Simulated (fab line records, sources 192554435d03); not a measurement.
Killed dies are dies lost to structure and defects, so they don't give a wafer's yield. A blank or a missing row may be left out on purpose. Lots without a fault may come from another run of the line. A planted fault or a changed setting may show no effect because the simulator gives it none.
fab line records | flow n5_finfet
record lots=7 wafers=39
route steps=1938 shown FIN_CUT@169 DUMMY_GATE@237 GATE_CUT@466
start_h: hours from the record's first day to the start of the lot's first wafer shown | wait_h: hours since the lot's step before | " the same as in the row above | L1.1+2: a row that stands for several wafers | - no value, or no start given | * or withheld: withheld | < > ~ a bound
route shown NAME@n: a module of which the file shows steps, and the number in the route of the first | usual: mean/standard deviation of fault-free wafers | same: alike in all rows | chamber/n: place in a boat | sites: the reading at each site | _std_site: their standard deviation | _edge_site: outer sites' mean less inner sites' | radius_mm: how far each site lies from the wafer's centre | mask NAME#n: copy n | behind: the tool/chamber that last shaped the wafer | hold: why the lot was held/for how many hours/how that ended | device: the transistor (n, p or np) that didn't switch | end of line: the same wafers' tests at the end of the route | a step without rows: its recipe alone | killed: dies lost to structure and defects at the first sort, not the wafer's yield | map: a wafer's dies, x killed, . not, _ none there
set.NAME: the setting as run; set.NAME@STEP: as run at that earlier step | model.NAME: the simulator's own value behind a step, which no gauge read
lots whose settings were changed on purpose; a table a step, a row a wafer
## steps
# step N5_FIN_CUT_ETCH_21
# recipe chemistry=N2/H2 target=SOC target_depth_a=2190 overetch_a=438 mask_material=SiARC temp_c=40 ion_energy_ev=100 bias_w=61 time_s=523.5 pressure_mtorr=30 source_w=850 n2_flow_sccm=200 h2_flow_sccm=200
# columns lot.wafer tool chamber start_h wait_h set.time_s model.SiARC_of_FIN_CUT_COAT_19.thk_nm
L081.1 rie_diel-05 2 69.75 0.0 573.7 11.2
L081.2 " 1 " " 523.5 12.4
L081.3 " 3 " " 573.7 11
L081.4+6 " 0,2 " " 523.5 12
L081.5 " 1 " " 573.7 11.8
L083.1 rie_diel-04 1 81.80 0.0 523.5 12.2
L083.2+4 " 0,2 " " 523.5 11.8
L083.3 " 3 " " 564.9 11.4
L083.5 " 3 " " 564.9 11.6
L083.6 " 0 " " 564.9 11
L084.1+6 rie_diel-03 0,1 89.09 0.0 571.4 11.2
L084.2 " 3 " " 571.4 10.8
L084.3 " 2 " " 523.5 12
L084.4+5 " 1,0 " " 523.5 11.8
L088.1+4+5 rie_diel-05 3,0,0 115.11 0.0 523.5 11.8
L088.2 " 2 " " 523.5 12
L088.3+6 " 1 " " 523.5 12.4
L091.1 rie_diel-03 3 132.56 0.0 635.9 9.8
L091.2 " 2 " " 523.5 12.2
L091.3+5 " 0,2 " " 523.5 12
L091.4 " 1 " " 635.9 10.2
L091.6 " 3 " " 635.9 9.6
L092.4 rie_diel-03 0 139.44 0.0 523.5 12
L092.5+6 " 0,1 " " 523.5 11.8
L096.1 rie_diel-03 2 160.39 0.0 523.5 12.2
L096.2+5+6 " 0,1,0 " " 523.5 12
L096.3 " 1 " " 523.5 11.8
L096.4 " 3 " " 523.5 11.6
# step N5_DUMMY_GATE_ETCH_37
# recipe chemistry=N2/H2 target=SOC target_depth_a=600 overetch_a=300 temp_c=40 ion_energy_ev=200 pressure_mtorr=30 source_w=840 bias_w=150 n2_flow_sccm=200 h2_flow_sccm=200
# usual rf_vpp_V=524.5/2
# columns lot.wafer tool chamber start_h wait_h set.source_w rf_vpp_V
L081.1 rie_diel-03 3 88.12 0.0 840 527.5
L081.2 " 1 " " 840 524.8
L081.3 " 2 " " 840 527.4
L081.4 " 0 " " 840 522.7
L081.5 " 3 " " 840 526.5
L081.6 " 0 " " 840 522.2
L083.1 rie_diel-05 1 102.32 0.0 723.6 549.7
L083.2 " 0 " " 840 527.5
L083.3 " 3 " " 840 522.5
L083.4 " 2 " " 723.6 551.1
L083.5 " 0 " " 840 526.4
L083.6 " 1 " " 723.6 549.7
L084.1 rie_diel-05 2 110.13 0.0 840 522.9
L084.2 " 3 " " 840 524.0
L084.3 " 0 " " 840 526.3
L084.4 " 1 " " 840 523.2
L084.5 " 0 " " 840 526.5
L084.6 " 1 " " 840 521.7
L088.1 rie_diel-03 2 134.40 0.0 688.2 562.2
L088.2 " 0 " " 840 521.5
L088.3 " 3 " " 840 526.6
L088.4 " 1 " " 688.2 559.6
L088.5 " 1 " " 688.2 559.8
L088.6 " 2 " " 840 526.8
L091.1 rie_diel-03 2 151.89 0.0 943.6 505.1
L091.2 " 1 " " 840 524.7
L091.3 " 3 " " 943.6 507.4
L091.4 " 0 " " 943.6 503.6
L091.5 " 3 " " 840 527.9
L091.6 " 0 " " 840 522.2
L092.4 rie_diel-03 3 160.24 0.0 840 525.1
L092.5 " 2 " " 840 526.9
L092.6 " 3 " " 840 526.9
L096.1 rie_diel-03 3 179.97 0.0 840 529.2
L096.2 " 0 " " 840 521.3
L096.3 " 2 " " 706.3 557.5
L096.4 " 1 " " 706.3 554.9
L096.5 " 1 " " 706.3 554.2
L096.6 " 0 " " 840 521.7
# step N5_GATE_CUT_ETCH_56
# recipe chemistry=Cl2/Ar target=TiN target_depth_a=216 pressure_mtorr=10 icp_w=600 bias_w=60 Cl2_flow_sccm=40 Ar_flow_sccm=60
# columns lot.wafer tool chamber start_h wait_h set.bias_w model.etch.depth_nm
L081.1 rie_metal-01 0 124.99 0.1 60 21.28
L081.2 " 1 " " 60 21.76
L081.3 " 0 " " 69.64 22.65
L081.4 " 1 " " 60 21.72
L081.5 " 1 " " 69.64 23.11
L081.6 " 0 " " 69.64 22.59
L083.1 rie_metal-02 0 138.24 0.1 60 22.03
L083.2+3 " 1 " " 60 21.84
L083.4 " 0 " " 50.48 20.61
L083.5 " 1 " " 50.48 20.52
L083.6 " 0 " " 50.48 20.87
L084.1 rie_metal-01 1 145.12 0.1 53.19 20.97
L084.2 " 0 " " 60 21.45
L084.3 " 1 " " 60 21.95
L084.4 " 0 " " 53.19 20.5
L084.5 " 0 " " 53.19 20.53
L084.6 " 1 " " 60 22.01
L088.1 rie_metal-02 1 167.33 0.1 60 21.84
L088.2 " 0 " " 60 22.09
L088.3 " 1 " " 60 21.78
L088.4 " 0 " " 60 21.89
L088.5 " 0 " " 60 22.2
L088.6 " 1 " " 60 21.91
L091.1 rie_metal-03 0 184.30 0.1 69.75 23.19
L091.2 " 1 " " 69.75 23.12
L091.3 " 1 " " 60 21.74
L091.4 " 0 " " 69.75 23.45
L091.5 " 0 " " 60 22.11
L091.6 " 1 " " 60 21.79
L092.4 rie_metal-02 0 194.88 0.1 60 22.21
L092.5 " 1 " " 60 21.95
L092.6 " 0 " " 60 22.12
L096.1 rie_metal-02 0 215.73 0.1 60 22.18
L096.2+5 " 1 " " 60 21.95
L096.3 " 1 " " 60 21.77
L096.4 " 0 " " 60 22.16
L096.6 " 0 " " 60 22.09
# step N5_GATE_CUT_ALD_22
# recipe material=SiNx target_thk_a=160 temp_c=400 ald_precursor_family=SiH2I2 ald_co_reactant=N2/H2-plasma pulse_time_s=1 ald_cycles=320 purge_time_s=2 co_reactant_purge_time_s=2 pressure_torr=2
# columns lot.wafer tool chamber start_h wait_h set.ald_cycles model.SiNx_of_GATE_CUT_ALD_22.thk_nm
L081.1+3+4+5 ald_sin-03 2,0,1,2 129.54 0.0 320 16
L081.2+6 " 3 " " 320 16.2
L083.1+2+3+5+6 ald_sin-02 2,1,3,3,0 142.70 0.1 320 16
L083.4 " 0 " " 320 15.8
L084.1+3+5 ald_sin-03 3,0,1 149.67 0.1 320 16
L084.2+4+6 " 2,1,2 " " 370 18.4
L088.1+2+4 ald_sin-03 2,0,1 172.28 0.0 303 15.2
L088.3 " 3 " " 320 16.2
L088.5+6 " 1,0 " " 320 16
L091.1+3 ald_sin-03 3,2 190.01 0.6 365 18.4
L091.2 " 1 " " 365 18.2
L091.4+5+6 " 0,1,0 " " 320 16
L092.4+5+6 ald_sin-03 2,0,1 199.50 0.0 320 16
L096.1+2+3+4+5+6 ald_sin-02 3,0,1,2,0,3 221.54 0.0 320 16
## key
split step=N5_FIN_CUT_ETCH_21 setting=time_s stated=523.5 by=wafer
response step=N5_FIN_CUT_ETCH_21 reading=model.SiARC_of_FIN_CUT_COAT_19.thk_nm change=-0.0958 per=1% r=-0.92
split step=N5_DUMMY_GATE_ETCH_37 setting=source_w stated=840 by=wafer
response step=N5_DUMMY_GATE_ETCH_37 reading=rf_vpp_V change=-1.87 per=1% r=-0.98
split step=N5_GATE_CUT_ETCH_56 setting=bias_w stated=60 by=wafer
response step=N5_GATE_CUT_ETCH_56 reading=model.etch.depth_nm change=+0.0822 per=1% r=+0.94
split step=N5_GATE_CUT_ALD_22 setting=ald_cycles stated=320 by=wafer
response step=N5_GATE_CUT_ALD_22 reading=model.SiNx_of_GATE_CUT_ALD_22.thk_nm change=+0.159 per=1% r=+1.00
